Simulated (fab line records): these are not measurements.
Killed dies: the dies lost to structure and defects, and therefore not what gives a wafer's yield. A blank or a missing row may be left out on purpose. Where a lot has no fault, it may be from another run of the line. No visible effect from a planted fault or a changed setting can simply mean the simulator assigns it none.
Lot-split experiment + flow n5-finfet + route with 1938 steps; 7 lots, 39 wafers read

## SPLIT DETAILS
At N5_BEOL_M10_TRENCH_ETCH_37 (etches SiCOH lowk in C4F6/O2, target depth 148.83 nm, time 48 s), the setting target-depth-a was moved away from the recipe's 1488.3 angstrom on 18 of the 39 wafers read, by -49.5% to +57.6%. The other wafers ran this setting at the recipe's value.

## FROM THE SPLIT TO THE READING: what the file shows between them, 8 steps
- N5_BEOL_M10_ETCH_41: etches SiCN in CH3F/O2, target depth 42.6 nm, time 86 s
- N5_BEOL_M10_STRIP_77: strips in N2/H2, time 10 s
- N5_BEOL_M10_OCD_MEAS_38
- N5_BEOL_M10_HM_STRIP_39: strips TiN in peroxide tin strip, target depth 25 nm, time 158 s
- N5_BEOL_M10_SRD_40: time 30 s
- N5_BEOL_M10_ECD_50: material Cu, target thk 318 nm
- N5_BEOL_M10_ANNEAL_51: time 90 s
- N5_BEOL_M10_CMP_52: polishes, stops on SiCOH lowk, t overpolish 7 s, target thk 140 nm

## THE READING
M10_THK, in nm, at N5_BEOL_M10_THK_MEAS_53 (measures by xrf). On this fab line, fault-free wafers typically give 133.5 nm with a standard deviation of 2.9 nm.

| wafer  | tool, chamber at the split | target-depth-a as run, angstrom | against the recipe | M10_THK, nm | against lot-mates on the recipe |
|--------|----------------------------|---------------------------------|--------------------|-------------|---------------------------------|
| L074.2 | rie-diel-06, 2             | 1488.3                          | recipe             | 131.5       | -                               |
| L074.4 | rie-diel-06, 0             | 1488.3                          | recipe             | 129.4       | -                               |
| L074.6 | rie-diel-06, 0             | 1488.3                          | recipe             | 131.6       | -                               |
| L076.1 | rie-diel-05, 0             | 1488.3                          | recipe             | 137.8       | -                               |
| L076.2 | rie-diel-05, 3             | 1488.3                          | recipe             | 132.6       | -                               |
| L076.3 | rie-diel-05, 2             | 2345                            | +57.6%             | 212.5       | +78.1                           |
| L076.4 | rie-diel-05, 1             | 2345                            | +57.6%             | 218.8       | +84.4                           |
| L076.5 | rie-diel-05, 0             | 2345                            | +57.6%             | 222.9       | +88.5                           |
| L076.6 | rie-diel-05, 3             | 1488.3                          | recipe             | 132.9       | -                               |
| L086.1 | rie-diel-06, 1             | 1488.3                          | recipe             | 135.3       | -                               |
| L086.2 | rie-diel-06, 2             | 1103                            | -25.9%             | 95.5        | -39.0                           |
| L086.3 | rie-diel-06, 3             | 1488.3                          | recipe             | 134.1       | -                               |
| L086.4 | rie-diel-06, 0             | 1103                            | -25.9%             | 96.4        | -38.1                           |
| L086.5 | rie-diel-06, 0             | 1103                            | -25.9%             | 93.7        | -40.8                           |
| L086.6 | rie-diel-06, 3             | 1488.3                          | recipe             | 134.2       | -                               |
| L085.1 | rie-diel-06, 1             | 882                             | -40.7%             | 77.6        | -55.2                           |
| L085.2 | rie-diel-06, 0             | 1488.3                          | recipe             | 133.5       | -                               |
| L085.3 | rie-diel-06, 3             | 882                             | -40.7%             | 78.1        | -54.7                           |
| L085.4 | rie-diel-06, 2             | 1488.3                          | recipe             | 131.6       | -                               |
| L085.5 | rie-diel-06, 0             | 1488.3                          | recipe             | 133.2       | -                               |
| L085.6 | rie-diel-06, 3             | 882                             | -40.7%             | 75.7        | -57.1                           |
| L087.1 | rie-diel-05, 3             | 1488.3                          | recipe             | 134.6       | -                               |
| L087.2 | rie-diel-05, 1             | 1871                            | +25.7%             | 172.9       | +39.5                           |
| L087.3 | rie-diel-05, 2             | 1488.3                          | recipe             | 131.2       | -                               |
| L087.4 | rie-diel-05, 0             | 1871                            | +25.7%             | 175.9       | +42.5                           |
| L087.5 | rie-diel-05, 2             | 1871                            | +25.7%             | 168.8       | +35.4                           |
| L087.6 | rie-diel-05, 1             | 1488.3                          | recipe             | 134.5       | -                               |
| L094.1 | rie-diel-05, 3             | 1488.3                          | recipe             | 130.9       | -                               |
| L094.2 | rie-diel-05, 2             | 1900                            | +27.7%             | 169.1       | +36.1                           |
| L094.3 | rie-diel-05, 1             | 1488.3                          | recipe             | 133.6       | -                               |
| L094.4 | rie-diel-05, 0             | 1900                            | +27.7%             | 177.0       | +44.0                           |
| L094.5 | rie-diel-05, 2             | 1900                            | +27.7%             | 169.2       | +36.2                           |
| L094.6 | rie-diel-05, 1             | 1488.3                          | recipe             | 134.6       | -                               |
| L095.1 | rie-diel-02, 1             | 1488.3                          | recipe             | 136.8       | -                               |
| L095.2 | rie-diel-02, 3             | 750.9                           | -49.5%             | 63.7        | -69.4                           |
| L095.3 | rie-diel-02, 2             | 1488.3                          | recipe             | 129.1       | -                               |
| L095.4 | rie-diel-02, 0             | 750.9                           | -49.5%             | 62.5        | -70.6                           |
| L095.5 | rie-diel-02, 0             | 750.9                           | -49.5%             | 63.0        | -70.1                           |
| L095.6 | rie-diel-02, 3             | 1488.3                          | recipe             | 133.5       | -                               |

FIT RESULTS
A straight line over all 39 wafers: M10_THK changes by +1.44 nm for each +1% of target-depth-a; r = +1.00; the points scatter about the line by 2.7 nm.
The same after taking each lot's own level away (the mean of its wafers on the recipe; 39 wafers): +1.43 nm for each +1%; r = +1.00; scatter 2.6 nm.
According to that fit, moving target-depth-a by its largest amount changes the reading by 82 nm.
The lots' own levels span 130.83 to 134.53 nm, that is 1.3 times the standard deviation above.
Hence the lot-to-lot level has little effect on the slope; both slopes agree.
Check: for one of the wafers moved furthest among these (+57.6%), held out of the fit, the line's prediction against its lot-mates is +83.6 nm. It came out at +78.1 nm against them.

## THESE WAFERS: OTHER SPLITS
Before the reading, these wafers also passed through other splits. Each is held against what the fit with the lots' levels taken away leaves over:
| other split on the same wafers     | wafers away from the commonest value | r with M10_THK (lot level and that fit taken away) |
|------------------------------------|--------------------------------------|----------------------------------------------------|
| N5_BEOL_M3_ILD_DEP_00 target-thk-a | 9                                    | -0.13                                              |

## THE WHOLE CHAIN: every reading that the file lists as answering this split, in the file's order
| step                       | what it does                                                       | reading                                                                           | change (the file's fit)                                                              | r (the file's) |
|----------------------------|--------------------------------------------------------------------|-----------------------------------------------------------------------------------|--------------------------------------------------------------------------------------|----------------|
| N5_BEOL_M10_TRENCH_ETCH_37 | etches SiCOH lowk in C4F6/O2, target depth 148.83 nm, time 48 s    | etch.depth-nm (the simulator's own value, which no gauge read)                    | +1.49 nm for each +1% of the setting                                                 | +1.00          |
| N5_BEOL_M10_TRENCH_ETCH_37 | etches SiCOH lowk in C4F6/O2, target depth 148.83 nm, time 48 s    | BEOL_M10.feature-depth-nm (the simulator's own value, which no gauge read)        | +1.49 nm for each +1% of the setting                                                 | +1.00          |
| N5_BEOL_M10_TRENCH_ETCH_37 | etches SiCOH lowk in C4F6/O2, target depth 148.83 nm, time 48 s    | TiN_of_BEOL_M10_HM_DEP_02.thk-nm (the simulator's own value, which no gauge read) | -0.0421 nm for each +1% of the setting                                               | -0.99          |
| N5_BEOL_M10_OCD_MEAS_38    |                                                                    | trench-depth-nm                                                                   | +1.49 nm for each +1% of the setting                                                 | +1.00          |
| N5_BEOL_M10_CMP_52         | polishes, stops on SiCOH lowk, t overpolish 7 s, target thk 140 nm | Cu_of_BEOL_M10_ECD_50.thk-nm (the simulator's own value, which no gauge read)     | +1.5 nm for each +1% of the setting                                                  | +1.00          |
| N5_BEOL_M10_THK_MEAS_53    | measures by xrf                                                    | M10_THK                                                                           | +1.43 for each +1% of the setting                                                    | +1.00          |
| N5_BEOL_M10_RS_MEAS_57     | measures by four-point-probe                                       | M10_RS                                                                            | not straight: 0.360 at the lowest setting, 0.153 at the recipe, 0.090 at the highest | not given      |

## FILE'S OWN FIT
M10_THK changes by +1.43 nm for each +1% of target-depth-a, r = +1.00.
